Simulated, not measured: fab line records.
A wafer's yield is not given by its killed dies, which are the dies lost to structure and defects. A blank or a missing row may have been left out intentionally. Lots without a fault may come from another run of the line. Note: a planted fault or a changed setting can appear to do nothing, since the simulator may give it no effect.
The tool behind it: which one? || flow n5 finfet || 9 lots with 27 wafers sampled at 5 steps, on a route of 1938 steps

== WHAT THE GAUGES READ, wafer by wafer ==
N5_BEOL_M4_RC_MEAS_101. Usual: DIBL_N 36.4 mV/V, standard deviation 1.3; DIBL_P 36.5 mV/V, standard deviation 1.7; IOFF_N 0.154 nA/um, standard deviation 0.022; IOFF_P 0.202 nA/um, standard deviation 0.025; ION_N 671 uA/um, standard deviation 9.8; ION_P 460 uA/um, standard deviation 6.8; SS_N 71.6 mV/dec, standard deviation 0.54; SS_P 73.4 mV/dec, standard deviation 0.58; VT_N 250.9 mV, standard deviation 2.8; VT_P -251.4 mV, standard deviation 2.7.
{"lot": "L106", "measured": "day 7 23:53", "on": "prober-01", "DIBL_N (mV/V)": "39.0 39.4 40.5", "DIBL_P (mV/V)": "37.2 37.7 39.9", "IOFF_N (nA/um)": "0.176 0.183 0.224", "IOFF_P (nA/um)": "0.213 0.222 0.259", "ION_N (uA/um)": "686 683 697", "ION_P (uA/um)": "469 461 477", "SS_N (mV/dec)": "73.3 72.5 72.8", "SS_P (mV/dec)": "74.2 74.1 74.2", "VT_N (mV)": "247.0 247.6 244.5", "VT_P (mV)": "-251.2 -249.5 -250.8", "flag": ""}
{"lot": "L107", "measured": "day 8 04:26", "on": "prober-02", "DIBL_N (mV/V)": "37.2 34.8 37.4", "DIBL_P (mV/V)": "35.9 33.7 36.4", "IOFF_N (nA/um)": "0.159 0.124 0.168", "IOFF_P (nA/um)": "0.181 0.161 0.194", "ION_N (uA/um)": "682 668 674", "ION_P (uA/um)": "449 458 452", "SS_N (mV/dec)": "73.0 71.3 72.1", "SS_P (mV/dec)": "73.1 73.1 72.9", "VT_N (mV)": "252.0 255.4 250.2", "VT_P (mV)": "-252.2 -252.7 -252.2", "flag": ""}
{"lot": "L110", "measured": "day 8 10:06", "on": "prober-02", "DIBL_N (mV/V)": "36.4 38.7 38.6", "DIBL_P (mV/V)": "36.5 38.8 38.8", "IOFF_N (nA/um)": "0.135 0.172 0.176", "IOFF_P (nA/um)": "0.171 0.203 0.202", "ION_N (uA/um)": "662 678 676", "ION_P (uA/um)": "448 453 450", "SS_N (mV/dec)": "70.7 71.6 71.8", "SS_P (mV/dec)": "72.7 74.2 73.7", "VT_N (mV)": "251.5 247.7 247.2", "VT_P (mV)": "-255.8 -253.6 -253.1", "flag": ""}
{"lot": "L116", "measured": "day 10 04:52", "on": "prober-01", "DIBL_N (mV/V)": "37.0 36.2 35.5", "DIBL_P (mV/V)": "36.6 35.5 34.2", "IOFF_N (nA/um)": "0.162 0.148 0.134", "IOFF_P (nA/um)": "0.231 0.208 0.188", "ION_N (uA/um)": "680 674 671", "ION_P (uA/um)": "472 463 462", "SS_N (mV/dec)": "71.5 71.1 71.2", "SS_P (mV/dec)": "73.0 72.7 71.7", "VT_N (mV)": "248.9 249.8 249.6", "VT_P (mV)": "-249.5 -251.7 -250.8", "flag": ""}
{"lot": "L115", "measured": "day 10 08:23", "on": "prober-01", "DIBL_N (mV/V)": "36.8 34.7 35.9", "DIBL_P (mV/V)": "37.6 35.0 36.6", "IOFF_N (nA/um)": "0.163 0.129 0.149", "IOFF_P (nA/um)": "0.205 0.174 0.195", "ION_N (uA/um)": "674 655 672", "ION_P (uA/um)": "460 453 467", "SS_N (mV/dec)": "71.6 71.5 71.7", "SS_P (mV/dec)": "73.1 73.2 73.2", "VT_N (mV)": "249.0 253.7 250.0", "VT_P (mV)": "-249.7 -253.0 -250.1", "flag": ""}
{"lot": "L122", "measured": "day 12 01:38", "on": "prober-01", "DIBL_N (mV/V)": "33.6 34.6 35.3", "DIBL_P (mV/V)": "33.9 35.4 36.2", "IOFF_N (nA/um)": "0.125 0.136 0.144", "IOFF_P (nA/um)": "0.181 0.197 0.205", "ION_N (uA/um)": "662 671 667", "ION_P (uA/um)": "457 463 457", "SS_N (mV/dec)": "70.7 71.0 71.8", "SS_P (mV/dec)": "72.4 73.3 73.4", "VT_N (mV)": "255.2 252.1 253.1", "VT_P (mV)": "-250.4 -249.0 -250.7", "flag": ""}
{"lot": "L124", "measured": "day 12 06:45", "on": "prober-02", "DIBL_N (mV/V)": "37.6 37.0", "DIBL_P (mV/V)": "37.1 36.4", "IOFF_N (nA/um)": "0.163 0.157", "IOFF_P (nA/um)": "0.225 0.221", "ION_N (uA/um)": "672 671", "ION_P (uA/um)": "461 463", "SS_N (mV/dec)": "72.0 71.7", "SS_P (mV/dec)": "73.5 73.4", "VT_N (mV)": "252.3 250.5", "VT_P (mV)": "-251.1 -250.3", "flag": ""}
{"lot": "L125", "measured": "day 12 18:36", "on": "prober-01", "DIBL_N (mV/V)": "35.8 38.0 36.2", "DIBL_P (mV/V)": "35.5 37.1 35.9", "IOFF_N (nA/um)": "0.135 0.161 0.139", "IOFF_P (nA/um)": "0.225 0.260 0.243", "ION_N (uA/um)": "662 656 655", "ION_P (uA/um)": "466 461 458", "SS_N (mV/dec)": "70.9 72.7 71.7", "SS_P (mV/dec)": "73.0 73.9 73.3", "VT_N (mV)": "253.4 249.9 252.5", "VT_P (mV)": "-250.0 -247.8 -245.9", "flag": ""}
{"lot": "L126", "measured": "day 13 08:01", "on": "prober-01", "DIBL_N (mV/V)": "37.6 37.2", "DIBL_P (mV/V)": "37.3 37.7", "IOFF_N (nA/um)": "0.188 0.193", "IOFF_P (nA/um)": "0.241 0.248", "ION_N (uA/um)": "676 687", "ION_P (uA/um)": "463 469", "SS_N (mV/dec)": "71.9 71.4", "SS_P (mV/dec)": "74.4 73.6", "VT_N (mV)": "244.2 246.1", "VT_P (mV)": "-245.9 -245.7", "flag": ""}

== WHICH TOOL RAN EACH LOT (tool, then ch and the chambers of the sampled wafers, then the start) ==
{"lot": "L106", "N5_HKMG_FIN_DESCUM_17": "rie diel-06 ch 0,1,2, day 4 04:11", "N5_HKMG_FIN_ETCH_86": "rie diel-05 ch 0,1,2, day 4 05:31", "N5_HKMG_FIN_STRIP_90": "rie diel-06 ch 2,3, day 4 06:43", "N5_HKMG_FIN_STRIP_69": "plasma asher-02 ch 0,1, day 4 07:01"}
{"lot": "L107", "N5_HKMG_FIN_DESCUM_17": "rie diel-06 ch 0,3, day 4 11:41", "N5_HKMG_FIN_ETCH_86": "rie diel-05 ch 1,2, day 4 13:00", "N5_HKMG_FIN_STRIP_90": "rie diel-06 ch 0,2,3, day 4 14:08", "N5_HKMG_FIN_STRIP_69": "plasma asher-01 ch 0,1, day 4 14:31"}
{"lot": "L110", "N5_HKMG_FIN_DESCUM_17": "rie diel-05 ch 0,2,3, day 5 02:05", "N5_HKMG_FIN_ETCH_86": "rie diel-06 ch 0,1,2, day 5 03:25", "N5_HKMG_FIN_STRIP_90": "rie diel-06 ch 0,1, day 5 04:43", "N5_HKMG_FIN_STRIP_69": "plasma asher-02 ch 0,1, day 5 05:08"}
{"lot": "L116", "N5_HKMG_FIN_DESCUM_17": "rie diel-05 ch 0,1, day 6 13:05", "N5_HKMG_FIN_ETCH_86": "rie diel-02 ch 1,3, day 6 14:25", "N5_HKMG_FIN_STRIP_90": "rie diel-05 ch 1,2, day 6 15:32", "N5_HKMG_FIN_STRIP_69": "plasma asher-01 ch 0,1, day 6 15:50"}
{"lot": "L115", "N5_HKMG_FIN_DESCUM_17": "rie diel-06 ch 0,1,3, day 6 14:10", "N5_HKMG_FIN_ETCH_86": "rie diel-06 ch 0,1, day 6 15:29", "N5_HKMG_FIN_STRIP_90": "rie diel-06 ch 1,3, day 6 16:41", "N5_HKMG_FIN_STRIP_69": "plasma asher-02 ch 0,1, day 6 16:58"}
{"lot": "L122", "N5_HKMG_FIN_DESCUM_17": "rie diel-05 ch 0,1, day 8 02:07", "N5_HKMG_FIN_ETCH_86": "rie diel-05 ch 2,3, day 8 03:28", "N5_HKMG_FIN_STRIP_90": "rie diel-06 ch 1,2, day 8 04:38", "N5_HKMG_FIN_STRIP_69": "plasma asher-02 ch 0,1, day 8 05:03"}
{"lot": "L124", "N5_HKMG_FIN_DESCUM_17": "rie diel-02 ch 1,3, day 8 14:41", "N5_HKMG_FIN_ETCH_86": "rie diel-06 ch 0,1,2, day 8 16:00", "N5_HKMG_FIN_STRIP_90": "rie diel-06 ch 1,2, day 8 17:08", "N5_HKMG_FIN_STRIP_69": "plasma asher-02 ch 0,1, day 8 17:26"}
{"lot": "L125", "N5_HKMG_FIN_DESCUM_17": "rie diel-02 ch 0,2,3, day 9 00:56", "N5_HKMG_FIN_ETCH_86": "rie diel-02 ch 0,2,3, day 9 02:28", "N5_HKMG_FIN_STRIP_90": "rie diel-06 ch 0,1, day 9 03:36", "N5_HKMG_FIN_STRIP_69": "plasma asher-01 ch 0, day 9 03:55"}
{"lot": "L126", "N5_HKMG_FIN_DESCUM_17": "rie diel-02 ch 2,3, day 9 08:52", "N5_HKMG_FIN_ETCH_86": "rie diel-06 ch 1,2,3, day 9 10:14", "N5_HKMG_FIN_STRIP_90": "rie diel-05 ch 1,2, day 9 11:23", "N5_HKMG_FIN_STRIP_69": "plasma asher-02 ch 0,1, day 9 11:41"}
- N5_HKMG_FIN_DESCUM_17: chemistry O2, time 7.9 s.
- N5_HKMG_FIN_ETCH_86: etches SOC in N2/H2, stops on TiN, target depth 393.2 nm.
- N5_HKMG_FIN_STRIP_90: strips SOC in N2/H2, time 20 s.
- N5_HKMG_FIN_STRIP_69: strips in N2/H2, time 360 s.

== WHAT THE TOOLS THEMSELVES READ (means of the sampled wafers that have a number; where no wafer has one, the mark that the record gives instead) ==
N5_HKMG_FIN_DESCUM_17. Usual: drypump motor current A 5.8 A, standard deviation 0.35; oes product au 0.78 a.u., standard deviation 0.095; rf vpp V 242.6 V, standard deviation 1.3; showerhead plenum p Torr 2.05 Torr, standard deviation 0.053; throttle valve pct 20.50 %, standard deviation 0.25.
{"lot": "L106", "tool": "rie diel-06", "drypump motor current A (A)": 5.9, "oes product au (a.u.)": 0.71, "rf vpp V (V)": 242.6, "showerhead plenum p Torr (Torr)": 2.08, "throttle valve pct (%)": 20.55, "flag": ""}
{"lot": "L107", "tool": "rie diel-06", "drypump motor current A (A)": 6.1, "oes product au (a.u.)": 0.75, "rf vpp V (V)": 242.0, "showerhead plenum p Torr (Torr)": 2.03, "throttle valve pct (%)": 20.55, "flag": ""}
{"lot": "L110", "tool": "rie diel-05", "drypump motor current A (A)": 5.9, "oes product au (a.u.)": 0.78, "rf vpp V (V)": 244.0, "showerhead plenum p Torr (Torr)": 2.08, "throttle valve pct (%)": 20.41, "flag": ""}
{"lot": "L116", "tool": "rie diel-05", "drypump motor current A (A)": 5.4, "oes product au (a.u.)": 0.92, "rf vpp V (V)": 241.6, "showerhead plenum p Torr (Torr)": 2.04, "throttle valve pct (%)": 20.18, "flag": ""}
{"lot": "L115", "tool": "rie diel-06", "drypump motor current A (A)": 6.0, "oes product au (a.u.)": 0.84, "rf vpp V (V)": 242.4, "showerhead plenum p Torr (Torr)": 2.05, "throttle valve pct (%)": 20.47, "flag": ""}
{"lot": "L122", "tool": "rie diel-05", "drypump motor current A (A)": 5.3, "oes product au (a.u.)": 0.91, "rf vpp V (V)": 241.4, "showerhead plenum p Torr (Torr)": 2.04, "throttle valve pct (%)": 20.15, "flag": ""}
{"lot": "L124", "tool": "rie diel-02", "drypump motor current A (A)": 5.7, "oes product au (a.u.)": 0.72, "rf vpp V (V)": 240.7, "showerhead plenum p Torr (Torr)": 1.98, "throttle valve pct (%)": 20.72, "flag": ""}
{"lot": "L125", "tool": "rie diel-02", "drypump motor current A (A)": 6.0, "oes product au (a.u.)": 0.72, "rf vpp V (V)": 242.9, "showerhead plenum p Torr (Torr)": 2.05, "throttle valve pct (%)": 20.83, "flag": ""}
{"lot": "L126", "tool": "rie diel-02", "drypump motor current A (A)": 6.1, "oes product au (a.u.)": 0.72, "rf vpp V (V)": 242.0, "showerhead plenum p Torr (Torr)": 2.04, "throttle valve pct (%)": 20.92, "flag": ""}

N5_HKMG_FIN_ETCH_86. Usual: drypump motor current A 5.9 A, standard deviation 0.32; oes product au 0.78 a.u., standard deviation 0.097; rf fwd power W 844 W, standard deviation 3.5; rf vpp V 240.1 V, standard deviation 1.2; showerhead plenum p Torr 2.51 Torr, standard deviation 0.061; throttle valve pct 17.89 %, standard deviation 0.28.
{"lot": "L106", "tool": "rie diel-05", "drypump motor current A (A)": 5.7, "oes product au (a.u.)": 0.76, "rf fwd power W (W)": 843, "rf vpp V (V)": 240.5, "showerhead plenum p Torr (Torr)": 2.54, "throttle valve pct (%)": 17.91, "flag": ""}
{"lot": "L107", "tool": "rie diel-05", "drypump motor current A (A)": 5.9, "oes product au (a.u.)": 0.69, "rf fwd power W (W)": 841, "rf vpp V (V)": 240.8, "showerhead plenum p Torr (Torr)": 2.58, "throttle valve pct (%)": 18.08, "flag": ""}
{"lot": "L110", "tool": "rie diel-06", "drypump motor current A (A)": 5.9, "oes product au (a.u.)": 0.71, "rf fwd power W (W)": 840, "rf vpp V (V)": 240.1, "showerhead plenum p Torr (Torr)": 2.52, "throttle valve pct (%)": 17.96, "flag": ""}
{"lot": "L116", "tool": "rie diel-02", "drypump motor current A (A)": 5.4, "oes product au (a.u.)": 0.73, "rf fwd power W (W)": 842, "rf vpp V (V)": 239.5, "showerhead plenum p Torr (Torr)": 2.43, "throttle valve pct (%)": 17.96, "flag": ""}
{"lot": "L115", "tool": "rie diel-06", "drypump motor current A (A)": 5.9, "oes product au (a.u.)": 0.90, "rf fwd power W (W)": 843, "rf vpp V (V)": 240.6, "showerhead plenum p Torr (Torr)": 2.52, "throttle valve pct (%)": 17.81, "flag": ""}
{"lot": "L122", "tool": "rie diel-05", "drypump motor current A (A)": 5.9, "oes product au (a.u.)": 0.80, "rf fwd power W (W)": 845, "rf vpp V (V)": 240.6, "showerhead plenum p Torr (Torr)": 2.53, "throttle valve pct (%)": 17.82, "flag": ""}
{"lot": "L124", "tool": "rie diel-06", "drypump motor current A (A)": 5.9, "oes product au (a.u.)": 0.86, "rf fwd power W (W)": 911, "rf vpp V (V)": 233.8, "showerhead plenum p Torr (Torr)": 2.50, "throttle valve pct (%)": 17.70, "flag": "OFF"}
{"lot": "L125", "tool": "rie diel-02", "drypump motor current A (A)": 6.1, "oes product au (a.u.)": 0.72, "rf fwd power W (W)": 843, "rf vpp V (V)": 239.5, "showerhead plenum p Torr (Torr)": 2.48, "throttle valve pct (%)": 18.21, "flag": ""}
{"lot": "L126", "tool": "rie diel-06", "drypump motor current A (A)": 6.0, "oes product au (a.u.)": 0.80, "rf fwd power W (W)": 911, "rf vpp V (V)": 234.4, "showerhead plenum p Torr (Torr)": 2.49, "throttle valve pct (%)": 17.79, "flag": "OFF"}

N5_HKMG_FIN_STRIP_90. Usual: drypump motor current A 5.9 A, standard deviation 0.32; oes product au 0.79 a.u., standard deviation 0.099; rf vpp V 54.0 V, standard deviation 0.82; showerhead plenum p Torr 3.31 Torr, standard deviation 0.073; throttle valve pct 19.1 %, standard deviation 0.4.
{"lot": "L106", "tool": "rie diel-06", "drypump motor current A (A)": 6.1, "oes product au (a.u.)": 0.76, "rf vpp V (V)": 54.4, "showerhead plenum p Torr (Torr)": 3.26, "throttle valve pct (%)": 18.8, "flag": ""}
{"lot": "L107", "tool": "rie diel-06", "drypump motor current A (A)": 6.0, "oes product au (a.u.)": 0.72, "rf vpp V (V)": 54.0, "showerhead plenum p Torr (Torr)": 3.28, "throttle valve pct (%)": 18.9, "flag": ""}
{"lot": "L110", "tool": "rie diel-06", "drypump motor current A (A)": 5.9, "oes product au (a.u.)": 0.70, "rf vpp V (V)": 53.9, "showerhead plenum p Torr (Torr)": 3.33, "throttle valve pct (%)": 19.4, "flag": ""}
{"lot": "L116", "tool": "rie diel-05", "drypump motor current A (A)": 5.5, "oes product au (a.u.)": 0.89, "rf vpp V (V)": 53.8, "showerhead plenum p Torr (Torr)": 3.36, "throttle valve pct (%)": 19.1, "flag": ""}
{"lot": "L115", "tool": "rie diel-06", "drypump motor current A (A)": 6.1, "oes product au (a.u.)": 0.76, "rf vpp V (V)": 54.2, "showerhead plenum p Torr (Torr)": 3.28, "throttle valve pct (%)": 19.2, "flag": ""}
{"lot": "L122", "tool": "rie diel-06", "drypump motor current A (A)": 6.0, "oes product au (a.u.)": 0.81, "rf vpp V (V)": 54.7, "showerhead plenum p Torr (Torr)": 3.34, "throttle valve pct (%)": 19.3, "flag": ""}
{"lot": "L124", "tool": "rie diel-06", "drypump motor current A (A)": 6.0, "oes product au (a.u.)": 0.81, "rf vpp V (V)": 55.1, "showerhead plenum p Torr (Torr)": 3.33, "throttle valve pct (%)": 19.3, "flag": ""}
{"lot": "L125", "tool": "rie diel-06", "drypump motor current A (A)": 5.9, "oes product au (a.u.)": 0.85, "rf vpp V (V)": 54.5, "showerhead plenum p Torr (Torr)": 3.31, "throttle valve pct (%)": 19.1, "flag": ""}
{"lot": "L126", "tool": "rie diel-05", "drypump motor current A (A)": 5.8, "oes product au (a.u.)": 0.93, "rf vpp V (V)": 54.6, "showerhead plenum p Torr (Torr)": 3.39, "throttle valve pct (%)": 19.0, "flag": ""}

N5_HKMG_FIN_STRIP_69. Usual: drypump motor current A 5.6 A, standard deviation 0.41; heater power w 462 W, standard deviation 50.
{"lot": "L106", "tool": "plasma asher-02", "drypump motor current A (A)": 5.9, "heater power w (W)": 429, "flag": ""}
{"lot": "L107", "tool": "plasma asher-01", "drypump motor current A (A)": 5.4, "heater power w (W)": 479, "flag": ""}
{"lot": "L110", "tool": "plasma asher-02", "drypump motor current A (A)": 5.9, "heater power w (W)": 427, "flag": ""}
{"lot": "L116", "tool": "plasma asher-01", "drypump motor current A (A)": 5.4, "heater power w (W)": 478, "flag": ""}
{"lot": "L115", "tool": "plasma asher-02", "drypump motor current A (A)": 5.9, "heater power w (W)": 429, "flag": ""}
{"lot": "L122", "tool": "plasma asher-02", "drypump motor current A (A)": 5.9, "heater power w (W)": 425, "flag": ""}
{"lot": "L124", "tool": "plasma asher-02", "drypump motor current A (A)": 5.9, "heater power w (W)": 428, "flag": ""}
{"lot": "L125", "tool": "plasma asher-01", "drypump motor current A (A)": 5.6, "heater power w (W)": 446, "flag": ""}
{"lot": "L126", "tool": "plasma asher-02", "drypump motor current A (A)": 5.8, "heater power w (W)": 426, "flag": ""}

== THE ANSWER, worked out from the rows above alone ==
Rule: take the mean of a lot's wafers that have a number; if it is more than 3 standard deviations from the usual mean, the lot is off. A lot without any number at a reading at which 4 lots or more have one is off too. Where the step has rows for the other lots, those lots are counted as sound. First the gauges in route order, then the tools' own readings, where a lot's mean is used as printed above. The first step at which some lot is off is used, and at that step the reading that is off furthest; a lot without a number counts as furthest.
Off: L124, L126, at N5_HKMG_FIN_ETCH_86 (rf fwd power W).
A tool fits if, at that step or a process step before it, it ran every lot that is off, and no sound lot after the first of them. One candidate fits, namely rie diel-06 at N5_HKMG_FIN_ETCH_86. Its last sound lot is L115 (day 6 15:29), its first lot that is off L124 (day 8 16:00): a fault that began between those two fits.
The tool's own readings at N5_HKMG_FIN_ETCH_86 bear it out: on the lots that are off they differ by more than 5 times the standard deviation of the sound lots' means. rf fwd power W reads 911 W there against 842 W on the sound lots; rf vpp V reads 234.1 V there against 240.2 V on the sound lots.

== WHAT WAS PUT IN BY THE SIMULATOR ==
rie diel-06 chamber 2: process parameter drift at N5_HKMG_FIN_ETCH_86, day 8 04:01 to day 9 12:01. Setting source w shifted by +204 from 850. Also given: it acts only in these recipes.
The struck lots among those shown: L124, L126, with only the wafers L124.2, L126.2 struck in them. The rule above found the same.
